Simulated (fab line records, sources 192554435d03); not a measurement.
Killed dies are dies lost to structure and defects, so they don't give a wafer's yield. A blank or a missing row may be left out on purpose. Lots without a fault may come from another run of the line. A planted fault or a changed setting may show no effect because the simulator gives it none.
fab line records | flow n5_finfet
record lots=4 wafers=12 last_day=19
route steps=1938 shown FIN_SAQP@92 BEOL_M4@1111
lots that met no fault: from a run of the same line without faults
start_h: hours from the record's first day to the start of the lot's first wafer shown | wait_h: hours since the lot's step before | " the same as in the row above | L1.1+2: a row that stands for several wafers | - no value, or no start given | * or withheld: withheld | < > ~ a bound
route shown NAME@n: a module of which the file shows steps, and the number in the route of the first | usual: mean/standard deviation of fault-free wafers | same: alike in all rows | chamber/n: place in a boat | sites: the reading at each site | _std_site: their standard deviation | _edge_site: outer sites' mean less inner sites' | radius_mm: how far each site lies from the wafer's centre | mask NAME#n: copy n | behind: the tool/chamber that last shaped the wafer | hold: why the lot was held/for how many hours/how that ended | device: the transistor (n, p or np) that didn't switch | end of line: the same wafers' tests at the end of the route | a step without rows: its recipe alone | killed: dies lost to structure and defects at the first sort, not the wafer's yield | map: a wafer's dies, x killed, . not, _ none there
set.NAME: the setting as run; set.NAME@STEP: as run at that earlier step | model.NAME: the simulator's own value behind a step, which no gauge read
lots at some steps of the route; a table a step, a row a wafer
services: from which hour (start_h, from the record's first day; less than 0 if before it) a tool's chamber was out of use, for how many hours, and why
## steps
# step N5_FIN_SAQP_PRECLEAN_44
# recipe chemistry=SC2 time_s=45 temp_c=35 mix=1:1:50
# step N5_FIN_SAQP_SRD_01
# recipe dry=ipa_marangoni time_s=30 temp_c=23 rinse_liquid=diw
# step N5_FIN_SAQP_ALD_61
# recipe material=SiO2 target_thk_a=40 temp_c=300 ald_precursor_family=BDEAS ald_co_reactant=O2-plasma pulse_time_s=1 purge_time_s=2 co_reactant_purge_time_s=2 ald_cycles=43 pressure_torr=2
# step N5_FIN_SAQP_DENSIFY_62
# recipe temp_c=700 time_s=60 ambient=N2 idle_temp_c=600 ramp_up_c_per_s=150 ramp_down_c_per_s=60 cool_to_c=600
# step N5_FIN_SAQP_HM_DEP_03
# recipe material=SiNx target_thk_a=380 temp_c=400 precursor=SiH4/NH3/N2 pressure_torr=1.5 rf_w=300 time_s=33.6
# step N5_FIN_SAQP_PECVD_47
# recipe material=a-Si target_thk_a=450 temp_c=400 precursor=SiH4/He pressure_torr=3 rf_w=100 time_s=36.3
# step N5_FIN_SAQP_PECVD_48
# recipe material=SiNx target_thk_a=250 temp_c=400 precursor=SiH4/NH3/N2 pressure_torr=1.5 rf_w=300 time_s=22.1
# step N5_FIN_SAQP_PECVD_06
# recipe material=a-Si target_thk_a=600 temp_c=400 precursor=SiH4/He pressure_torr=3 rf_w=100 time_s=48.1
# step N5_FIN_SAQP_HM_DEP_72
# recipe material=SiO2 target_thk_a=120 temp_c=400 precursor=SiH4/N2O pressure_torr=0.75 rf_w=275 time_s=7.2
# step N5_FIN_SAQP_COAT_49
# recipe resist=SOC temp_c=250 time_s=60 spin_rpm=1500 resist_thk_nm=100
# step N5_FIN_SAQP_COAT_50
# recipe resist=SiARC temp_c=220 time_s=60 spin_rpm=1500 resist_thk_nm=35
# usual exhaust_pa=45.0/0.82 spin_speed_rpm=1500.1/0.96
# same time_s=60
# columns lot.wafer tool chamber start_h wait_h exhaust_pa spin_speed_rpm model.SiARC_of_FIN_SAQP_COAT_50.thk_nm
L347.1 litho_track-04 0 39.81 - 43.6 1499.8 34.9
L347.4 " 0 " " 44.6 1501.3 34.99
L347.5 " 0 " " 43.0 1499.6 34.94
L354.1 litho_track-04 0 80.91 - 44.5 1537.3 34.76
L354.4 " 0 " " 45.5 1536.5 34.58
L354.5 " 0 " " 44.4 1535.5 34.67
L355.2 litho_track-04 0 87.77 - 45.8 1537.0 34.63
L355.3 " 0 " " 43.1 1536.4 34.61
L355.6 " 0 " " 44.9 1534.8 34.66
L363.2 litho_track-01 0 135.55 - 44.9 1499.6 34.91
L363.5 " 0 " " 45.8 1499.1 34.91
L363.6 " 0 " " 45.4 1498.7 34.95
# step N5_FIN_SAQP_COAT_10
# recipe resist=CAR-ArF spin_rpm=1500 resist_thk_nm=90
# step N5_FIN_SAQP_EBR_12
# recipe solvent=PGMEA ebr_width_mm=1.5
# step N5_FIN_SAQP_SOFTBAKE_11
# recipe temp_c=110 time_s=60 resist=CAR-ArF
# step N5_FIN_SAQP_EXPOSE_13
# recipe mask_id=FIN_CORE na=1.35 source_shape=dipole sigma_inner=0.538 sigma_outer=0.738 polarization=te target_cd_nm=35.6 dose_mj=63.25
# step N5_FIN_SAQP_PEB_14
# recipe peb_temp_c=withheld peb_time_s=60 resist=CAR-ArF
# step N5_FIN_SAQP_DEVELOP_15
# recipe develop_time_s=30 developer=TMAH resist=CAR-ArF dev_temp_c=23 rinse_liquid=diw dry=air_spin
# step N5_FIN_SAQP_DESCUM_21
# recipe chemistry=O2 time_s=7.9 source_power_w=50 bias_power_w=20 pressure_mtorr=20 rf_frequency_hz=2.712e+07 temp_c=40 resist=CAR-ArF o2_flow_sccm=225
# step N5_FIN_SAQP_ETCH_51
# recipe chemistry=CF4 target=SiARC target_depth_a=455 mask_material=CAR-ArF time_s=75.8 ion_energy_ev=80 pressure_mtorr=40 source_w=545 bias_w=36 Ar_flow_sccm=100 cf4_flow_sccm=100 ends=cleared
# usual drypump_motor_current_A=5.9/0.58 etch_rf_on_time_s=75.9/1.7 oes_product_au=0.67/0.081 rf_vpp_V=183.7/1.2 showerhead_plenum_p_Torr=2.12/0.08 throttle_valve_pct=15.52/0.25
# columns lot.wafer tool chamber start_h wait_h drypump_motor_current_A etch_rf_on_time_s oes_product_au rf_hours_counter_h rf_vpp_V showerhead_plenum_p_Torr throttle_valve_pct model.etch.depth_nm
L347.1 rie_diel-03 0 40.18 0.0 5.0 77.3 0.63 158 183.7 2.13 15.30 34.9
L347.4 " 2 " " 5.7 76.1 0.58 216 182.2 2.04 15.81 34.99
L347.5 " 1 " " 6.3 72.9 0.84 - 183.1 2.10 15.63 34.94
L354.1 rie_diel-03 3 81.59 0.0 5.9 73.5 0.60 216 182.7 2.03 15.60 34.76
L354.4 " 1 " " 6.3 71.8 0.82 15 184.3 2.09 15.66 34.58
L354.5 " 3 " " 5.9 72.7 0.59 - 180.9 2.03 15.60 34.67
L355.2 rie_diel-02 2 88.27 0.0 6.5 74.4 0.69 113 181.2 2.05 15.39 34.63
L355.3 " 0 " " 5.3 76.4 0.80 5 185.5 2.28 15.53 34.61
L355.6 " 2 " " 6.5 74.7 0.68 - 184.0 2.05 15.40 34.66
L363.2 rie_diel-02 3 136.05 0.0 6.8 73.5 0.72 58 185.8 2.25 15.57 34.91
L363.5 " 1 " " 5.6 76.9 0.79 - 182.3 2.10 15.18 34.91
L363.6 " 0 " " 5.3 78.2 0.74 - 185.5 2.28 15.57 34.95
# step N5_FIN_SAQP_ETCH_52
# recipe chemistry=N2/H2 target=SOC target_depth_a=1000 overetch_a=200 mask_material=SiARC temp_c=40 time_s=150 ion_energy_ev=200 pressure_mtorr=30 source_w=840 bias_w=150 n2_flow_sccm=200 h2_flow_sccm=200 ends=end_point
# usual drypump_motor_current_A=5.9/0.58 oes_product_au=0.71/0.08 rf_vpp_V=523.4/2.8 showerhead_plenum_p_Torr=2.53/0.1 throttle_valve_pct=17.80/0.24
# columns lot.wafer tool chamber start_h wait_h drypump_motor_current_A oes_product_au rf_hours_counter_h rf_vpp_V showerhead_plenum_p_Torr throttle_valve_pct model.SiARC_of_FIN_SAQP_COAT_50.thk_nm
L347.1 rie_diel-03 0 40.24 0.0 5.0 0.67 158 523.2 2.53 17.55 28.73
L347.4 " 2 " " 5.7 0.62 216 519.0 2.40 17.88 28.95
L347.5 " 1 " " 6.3 0.87 - 523.1 2.51 18.01 28.89
L354.1 rie_diel-03 3 81.65 0.0 6.0 0.61 216 521.5 2.41 17.94 28.72
L354.4 " 1 " " 6.3 0.83 15 523.6 2.50 18.02 28.64
L354.5 " 3 " " 6.0 0.62 - 520.9 2.41 17.94 28.6
L355.2 rie_diel-02 2 88.33 0.0 6.5 0.71 113 521.1 2.46 17.79 28.56
L355.3 " 0 " " 5.3 0.84 5 529.4 2.71 17.73 28.83
L355.6 " 2 " " 6.5 0.72 - 523.1 2.46 17.80 28.61
L363.2 rie_diel-02 3 136.11 0.0 6.8 0.73 58 527.3 2.70 17.97 28.88
L363.5 " 1 " " 5.6 0.83 - 524.4 2.51 17.55 29.16
L363.6 " 0 " " 5.3 0.79 - 529.5 2.71 17.79 29.19
# step N5_FIN_SAQP_STRIP_53
# recipe chemistry=N2/H2 temp_c=40 n2_flow_sccm=200 h2_flow_sccm=200 rf_frequency_hz=6e+07
# step N5_BEOL_M4_RC_MEAS_101
# usual DIBL_N=37.0/1.6 DIBL_P=37.0/2.1 IOFF_N=0.17/0.032 IOFF_P=0.22/0.043 ION_N=679/13 ION_P=465/9.5 SS_N=71.7/0.59 SS_P=73.6/0.64 VT_N=249/3.2 VT_P=-249/4.1
# columns lot.wafer tool chamber start_h wait_h DIBL_N[mV/V] DIBL_P[mV/V] IOFF_N[nA/um] IOFF_P[nA/um] ION_N[uA/um] ION_P[uA/um] SS_N[mV/dec] SS_P[mV/dec] VT_N[mV] VT_P[mV]
L347.1 prober-02 0 255.25 0.0 38.6 38.6 0.18 0.23 674 459 72.9 74.6 253 -253
L347.4 " 0 " " 40.3 39.5 0.20 0.23 668 449 72.8 74.0 249 -252
L347.5 " 0 " " 38.0 37.7 0.17 0.21 689 473 72.3 73.7 250 -253
L354.1 prober-01 0 289.07 0.0 39.7 42.0 0.23 0.27 693 471 72.8 74.5 243 -249
L354.4 " 0 " " 34.7 36.4 0.13 0.18 656 456 70.1 73.0 250 -253
L354.5 " 0 " " 38.4 39.7 0.19 0.23 675 462 71.6 74.8 248 -252
L355.2 prober-01 0 319.94 0.2 35.0 36.7 0.13 0.21 659 463 71.3 73.5 252 -248
L355.3 " 0 " " 38.8 40.2 0.21 0.29 696 479 71.8 74.4 247 -243
L355.6 " 0 " " 39.3 39.8 0.21 0.28 681 464 73.1 75.2 249 -248
L363.2 prober-02 0 343.44 0.2 37.2 37.7 0.18 0.23 681 460 72.5 72.6 250 -248
L363.5 " 0 " " 37.1 37.8 0.19 0.24 675 460 71.9 74.1 248 -249
L363.6 " 0 " " 36.2 36.4 0.16 0.22 669 459 72.0 72.9 250 -249
## services
# columns tool chamber start_h hours kind
rie_diel-03 2 21.06 2.4 repair
rie_diel-03 0 24.19 6.4 repair
rie_diel-03 1 47.80 6.4 repair
rie_diel-02 3 56.63 1.3 repair
rie_diel-02 0 58.10 - clean
rie_diel-02 0 58.10 - consumable_replace:focus_ring
rie_diel-02 0 58.10 - consumable_replace:showerhead
rie_diel-02 0 58.10 22.5 scheduled_down
rie_diel-02 0 58.10 22.5 vent_cycle
rie_diel-02 1 80.63 - clean
rie_diel-02 1 80.63 - consumable_replace:focus_ring
rie_diel-02 1 80.63 17.0 scheduled_down
rie_diel-02 1 80.63 17.0 vent_cycle
rie_diel-03 2 92.46 1.3 repair
litho_track-04 - 134.37 - consumable_replace:filter
## key
first_sign step=N5_FIN_SAQP_COAT_50 reading=spin_speed_rpm direction=up sigmas=38 usual=* struck=*
effect none on later readings
model_effect step=N5_FIN_SAQP_COAT_50 value=SiARC_of_FIN_SAQP_COAT_50.thk_nm without=35.06 struck=34.65
model_effect step=N5_FIN_SAQP_ETCH_51 value=etch.depth_nm without=35.06 struck=34.65
model_effect step=N5_FIN_SAQP_ETCH_52 value=SiARC_of_FIN_SAQP_COAT_50.thk_nm without=29.07 struck=28.66
met_at N5_FIN_SAQP_COAT_50
struck_wafers L354.1,L354.4,L354.5,L355.2,L355.3,L355.6
onset_between 39.81 80.91
fault kind=process_parameter_drift tool=litho_track-04 chamber=- onset_h=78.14 steps=N5_FIN_SAQP_COAT_50 channel=spin_rpm offset=* shape=step end_h=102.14 acts_in=* stated=*
